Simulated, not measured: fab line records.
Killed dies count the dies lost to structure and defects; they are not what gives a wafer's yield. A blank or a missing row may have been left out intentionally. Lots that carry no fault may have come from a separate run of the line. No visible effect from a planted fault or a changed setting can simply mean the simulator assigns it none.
Matching of chambers -- flow n5 finfet -- 3 sister chambers for N5_FIN_SAQP_HM_DEP_03 on pecvd-01
The step deposits SiNx from SiH4/NH3/N2, target thk 38 nm, time 33.6 s. 3 wafers are shown with their chamber, then 9 later ones without.

EACH WAFER AND ITS CHAMBER
wafer,chamber,showerhead plenum p Torr (Torr)
L089.1,1,5.20
L089.2,2,5.21
L089.3,0,5.07

WAFERS MISSING THEIR CHAMBER
wafer,showerhead plenum p Torr (Torr)
L091.2,5.21
L091.4,5.07
L091.6,5.22
L093.1,5.07
L093.5,5.22
L093.6,5.21
L094.2,5.21
L094.3,5.19
L094.6,5.22

CHAMBER TAKEN BY EACH
wafer,from the rows above,in truth
L091.2,can't be placed: 2 or 1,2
L091.4,0,0
L091.6,can't be placed: 2 or 1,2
L093.1,0,0
L093.5,can't be placed: 2 or 1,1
L093.6,can't be placed: 2 or 1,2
L094.2,can't be placed: 2 or 1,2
L094.3,can't be placed: 1 or 2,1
L094.6,can't be placed: 2 or 1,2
Placed correctly: 2 of 9. Not placeable from these rows: 7 (in 7, the candidates include the true chamber). Wrongly placed: 0.
How it was worked out, from the rows above alone: a wafer's distance from a chamber is the root of the sum, over the readings, of the square of ((its reading less the chamber's mean) divided by the reading's scatter). If the next closest chamber is less than 2 further off than the closest, the wafer can't be placed; otherwise it belongs to the closest. For every chamber, the mean is computed from those of its wafers that are shown. The scatter: with one shown wafer a chamber, the root of the mean of the squares of how far each hidden wafer lies from its nearest shown one.
